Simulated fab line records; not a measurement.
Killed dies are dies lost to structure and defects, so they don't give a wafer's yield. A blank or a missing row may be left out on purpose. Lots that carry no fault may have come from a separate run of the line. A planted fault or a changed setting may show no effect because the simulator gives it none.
Struck lot and sound lot, side by side	flow n5_finfet	33 steps out of a route of 1938
Sound: these wafers, L498.1, L498.3, L498.4. Struck: wafers L508.1, L508.4, L508.5. The cause comes at the end.
Order at every step that has rows: each side's tool, ch and its chambers, its first start. Under that, the readings that differ: sound wafers	struck wafers	difference of the means	sigmas: that difference in standard deviations of wafers without a fault.
alike: words and numbers the same on both sides, and readings whose means are apart by under 2 such deviations; not compared: readings that were withheld, readings missing a value for some wafer, numbers with overlapping values and no deviation given by the record, and bounds like >300 which may hide the same value.
Wherever a step has rows on one side only, a row that says differs or no value, or a row with sigmas, the two part there. Non-overlapping numbers with no deviation appear without sigmas and do not part them. A reading that every wafer of one side lacks parts them only if that side has two wafers or more.

first, 10 steps without rows for these wafers: N5_SD_EPI_P_PRECLEAN_51 (cleans in NF3:NH3, afs cycles 1, time 20 s, sublimation time 60 s); N5_SD_EPI_P_VAPOR_ETCH_44 (etches SiGe30 in NF3/Ar, time 3.3 s); N5_SD_EPI_P_EPI_21 (deposits SiGe:B, time 355 s); N5_SD_EPI_P_HM_STRIP_48 (strips SiNx in H3PO4, material SiNx, target depth 3 nm); N5_SD_EPI_P_SRD_49 (time 30 s); N5_SD_EPI_P_PRECLEAN_24 (cleans in O3/DIW, time 45 s); N5_SD_EPI_P_PRECLEAN_32 (cleans in dHF, time 10 s); N5_SD_EPI_P_PRECLEAN_33 (cleans in SC2, time 45 s); N5_SD_EPI_P_SRD_25 (time 30 s); N5_SD_ACTIVATION_RTA_00 (time 0 s).
N5_SD_ACTIVATION_LSA_01: time 0.0008 s.
  sound on laser_anneal-02 ch 0, day 4 03:47; struck on laser_anneal-02 ch 0, day 6 17:07
reading	sound	struck	difference	sigmas
wafer_temp_C_max	1084.1 1084.2 1083.6	1142.2 1141.0 1140.3	+57.2	+25
N5_SD_ACTIVATION_RS_MEAS_03: uses a four-point probe to measure.
  sound on film_metro-01 at day 4 04:00; struck on film_metro-02 at day 6 17:19
reading	sound	struck	difference	sigmas
RS_SD_N (ohm/sq)	21.79 21.91 21.42	16.33 16.27 16.49	-5.34	-20
RS_SD_P (ohm/sq)	56.5 56.0 56.3	62.6 62.4 62.4	+6.2	+5
then, 19 steps without rows for these wafers: N5_ILD0_LINER_00 (material SiNx, target thk 4 nm, pulse time 1 s, purge time 2 s); N5_ILD0_FCVD_FILL_01 (material SiO2 flowable, target thk 200 nm, time 328.3 s); N5_ILD0_CURE_02 (time 1800 s); N5_ILD0_CMP_03 (polishes, stops on SiNx, t overpolish 1.9 s, target thk 197.38 nm); N5_ILD0_CMP_07 (polishes SiO2 flowable, stops on poly-Si, t overpolish 1.18 s, target thk 138.88 nm); N5_ILD0_PRECLEAN_10 (cleans in NF3:NH3, afs cycles 5, time 20 s, sublimation time 60 s); N5_ILD0_ALD_15 (deposits SiNx, target thk 24 nm, pulse time 1 s, ald cycles 480); N5_ILD0_CMP_12 (polishes SiNx, stops on poly-Si, t overpolish 6 s, target thk 17.67 nm); N5_SDB_HM_DEP_00 (deposits SiNx from SiH4/NH3/N2, target thk 40 nm, time 35.3 s); N5_SDB_COAT_03 (time 60 s, resist thk 100 nm); N5_SDB_COAT_04 (time 60 s, resist thk 18 nm); N5_SDB_COAT_05 (resist thk 90 nm); N5_SDB_EBR_07; N5_SDB_SOFTBAKE_06 (time 60 s); N5_SDB_EXPOSE_08 (exposes mask SDB); N5_SDB_PEB_09 (peb time 60 s); N5_SDB_DEVELOP_10 (develop time 30 s); N5_SDB_DESCUM_16 (chemistry O2, time 7.9 s); N5_SDB_ETCH_17 (etches SiARC in CF4, target depth 23.4 nm, time 39 s).
-- the record jumps here: 6 days lie between the struck wafers' starts before and after (it left off in module SDB and takes up again in module BEOL_M4, whose first step shown is number 1111 of the route) --
N5_BEOL_M4_RC_MEAS_101:
  sound on prober-02 ch 0, day 8 13:04; struck on prober-02 ch 0, day 12 11:06
reading	sound	struck	difference	sigmas
DIBL_N (mV/V)	37.8 35.7 33.7	39.8 41.2 39.7	+4.5	+2
DIBL_P (mV/V)	37.0 32.9 31.7	47.4 49.4 46.9	+14.0	+6
IOFF_N (nA/um)	0.16 0.12 0.09	0.22 0.27 0.22	+0.11	+3
IOFF_P (nA/um)	0.24 0.18 0.17	0.31 0.37 0.30	+0.13	+3
IOFF_P_LONG (nA/um)	0.00012 0.000107 0.000101	0.000667 0.000862 0.000742	+0.000648	+65
ION_N (uA/um)	687 654 640	712 696 707	+45	+3
ION_P (uA/um)	473 451 449	443 428 432	-23	-3
RC_DENSE_N (ohm.um)	18.8 18.0 17.9	14.3 15.1 14.6	-3.6	-5
RC_DENSE_P (ohm.um)	23.2 22.6 22.6	29.0 30.5 29.9	+7.0	+8
RC_N (ohm.um)	15.3 14.8 14.8	11.7 12.2 11.9	-3.0	-6
RC_P (ohm.um)	19.3 18.4 18.5	23.7 25.0 24.1	+5.5	+8
REXT_N (ohm.um)	78.0 76.9 77.6	64.8 66.3 65.4	-12.0	-7
RS_SD_N (ohm/sq)	28.4 28.5 28.2	22.0 21.9 22.0	-6.4	-18
RS_SD_P (ohm/sq)	66.2 64.6 64.7	73.8 73.5 74.1	+8.6	+7
SS_N (mV/dec)	71.6 71.3 70.3	72.5 73.1 71.8	+1.4	+2
SS_P (mV/dec)	73.8 72.5 72.8	75.2 75.9 75.6	+2.5	+3
VT_N (mV)	250 254 256	245 245 244	-9	-2
  alike: VT_P
-- a jump in the record: the struck wafers' starts before and after are 4 days apart (it breaks off in module BEOL_M4 and resumes in module PASSIVATION, where the first step shown is number 1936 of the route) --
N5_PASSIVATION_PROBE_49:
  only the struck wafers here have rows in the record (prober-02, day 16 16:55); the sound ones have none

WHERE THEY PART
At N5_SD_ACTIVATION_LSA_01 first; at N5_PASSIVATION_PROBE_49 last (within this record only).

WHY: what the simulator had put in
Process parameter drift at N5_SD_ACTIVATION_LSA_01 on laser_anneal-02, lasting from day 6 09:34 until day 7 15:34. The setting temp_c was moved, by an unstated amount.
